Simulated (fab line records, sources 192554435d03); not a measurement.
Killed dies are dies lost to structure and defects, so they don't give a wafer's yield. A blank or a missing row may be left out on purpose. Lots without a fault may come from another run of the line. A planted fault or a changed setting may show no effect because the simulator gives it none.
Split-lot experiment | flow n5_finfet | 7 lots, 39 wafers read, on a route of 1938 steps

THE SPLIT
At N5_BEOL_M14_ILD_DEP_00 (deposits SiO2 from TEOS/O2, target thk 1119.3 nm, time 237.4 s), the setting target_thk_a was moved away from the recipe's 11193 angstrom on 15 of the 39 wafers read, by +20.7% to +53.5%. The other wafers ran this setting at the recipe's value.

The file shows no step between the split and the reading.

THE READING
M14_ILD_THK, in nm, at N5_BEOL_M14_THK_MEAS_01. Fault-free wafers of this fab line usually give 1116 nm, standard deviation 16 nm.

wafer  | tool, chamber at the split | target_thk_a as run, angstrom | against the recipe | M14_ILD_THK, nm | against lot-mates on the recipe
L075.1 | pecvd-02, 1,0              | 11193                         | recipe             | 1111            | -
L075.2 | pecvd-02, 0                | 11193                         | recipe             | 1104            | -
L075.3 | pecvd-02, 2                | 17180                         | +53.5%             | 1701            | +592
L075.4 | pecvd-02, 2                | 17180                         | +53.5%             | 1723            | +614
L075.5 | pecvd-02, 1,0              | 11193                         | recipe             | 1112            | -
L075.6 | pecvd-02, 1                | 17180                         | +53.5%             | 1735            | +626
L080.1 | pecvd-02, 0                | 13530                         | +20.9%             | 1334            | +220
L080.2 | pecvd-02, 1                | 11193                         | recipe             | 1105            | -
L080.3 | pecvd-02, 2                | 13530                         | +20.9%             | 1338            | +224
L080.4 | pecvd-02, 0                | 11193                         | recipe             | 1110            | -
L080.5 | pecvd-02, 1                | 11193                         | recipe             | 1126            | -
L080.6 | pecvd-02, 2                | 13530                         | +20.9%             | 1345            | +231
L081.1 | pecvd-01, 2                | 13650                         | +22.0%             | 1320            | +227
L081.2 | pecvd-01, 0                | 13650                         | +22.0%             | 1341            | +248
L081.3 | pecvd-01, 1                | 13650                         | +22.0%             | 1330            | +237
L081.4 | pecvd-01, 0                | 11193                         | recipe             | 1094            | -
L081.5 | pecvd-01, 2                | 11193                         | recipe             | 1084            | -
L081.6 | pecvd-01, 1                | 11193                         | recipe             | 1100            | -
L094.1 | pecvd-01, 1                | 11193                         | recipe             | 1104            | -
L094.4 | pecvd-01, 1                | 11193                         | recipe             | 1118            | -
L094.5 | pecvd-01, 2                | 11193                         | recipe             | 1101            | -
L093.1 | pecvd-04, 0                | 11193                         | recipe             | 1114            | -
L093.2 | pecvd-04, 2                | 14020                         | +25.3%             | 1390            | +265
L093.3 | pecvd-04, 1                | 11193                         | recipe             | 1131            | -
L093.4 | pecvd-04, 1                | 14020                         | +25.3%             | 1422            | +297
L093.5 | pecvd-04, 2                | 11193                         | recipe             | 1130            | -
L093.6 | pecvd-04, 0                | 14020                         | +25.3%             | 1407            | +282
L096.1 | pecvd-02, 0,1              | 11193                         | recipe             | 1103            | -
L096.2 | pecvd-02, 1                | 11193                         | recipe             | 1081            | -
L096.3 | pecvd-02, 2                | 11193                         | recipe             | 1102            | -
L096.4 | pecvd-02, 2                | 11193                         | recipe             | 1118            | -
L096.5 | pecvd-02, 0                | 11193                         | recipe             | 1111            | -
L096.6 | pecvd-02, 0,1              | 11193                         | recipe             | 1102            | -
L097.1 | pecvd-04, 2                | 13510                         | +20.7%             | 1357            | +216
L097.2 | pecvd-04, 0                | 11193                         | recipe             | 1126            | -
L097.3 | pecvd-04, 1                | 11193                         | recipe             | 1147            | -
L097.4 | pecvd-04, 0                | 11193                         | recipe             | 1149            | -
L097.5 | pecvd-04, 1                | 13510                         | +20.7%             | 1378            | +237
L097.6 | pecvd-04, 2                | 13510                         | +20.7%             | 1372            | +231
Where a row lists several chambers, the file gives one row for several wafers and doesn't say which wafer went through which chamber.

THE FIT
A straight line over all 39 wafers: M14_ILD_THK changes by +11.3 nm for each +1% of target_thk_a; r = +0.99; the points scatter about the line by 19 nm.
The same after taking each lot's own level away (the mean of its wafers on the recipe; 39 wafers): +11.3 nm for each +1%; r = +1.00; scatter 11 nm.
On that fit, the largest move of target_thk_a shifts the reading by 6e+02 nm.
The lots' own levels span 1092.7 to 1140.7 nm, that is 3.0 times the standard deviation above.
So the lot-to-lot level changes the slope little: the two slopes agree.
Check: with one of the wafers moved furthest among these (+53.5%) left out of the fit, the line predicts +604 nm for it against its lot-mates. It came out at +592 nm against them.

THE WHOLE CHAIN: every reading that the file lists as answering this split, in the file's order
step                    | what it does                                                   | reading                                                                             | change (the file's fit)              | r (the file's)
N5_BEOL_M14_ILD_DEP_00  | deposits SiO2 from TEOS/O2, target thk 1119.3 nm, time 237.4 s | SiO2_of_BEOL_M14_ILD_DEP_00.thk_nm (the simulator's own value, which no gauge read) | +11.2 nm for each +1% of the setting | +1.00
N5_BEOL_M14_THK_MEAS_01 |                                                                | M14_ILD_THK                                                                         | +11.2 for each +1% of the setting    | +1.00
N5_BEOL_M14_VIA_ETCH_16 | etches SiO2 in C4F8/O2/Ar, target depth 1231.3 nm              | etch.depth_nm (the simulator's own value, which no gauge read)                      | +11.2 nm for each +1% of the setting | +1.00
N5_BEOL_M14_VIA_ETCH_16 | etches SiO2 in C4F8/O2/Ar, target depth 1231.3 nm              | coat_of_BEOL_M14_COAT_04.thk_nm (the simulator's own value, which no gauge read)    | -2.68 nm for each +1% of the setting | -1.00

THE FILE'S OWN FIT
M14_ILD_THK changes by +11.2 nm for each +1% of target_thk_a, r = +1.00.
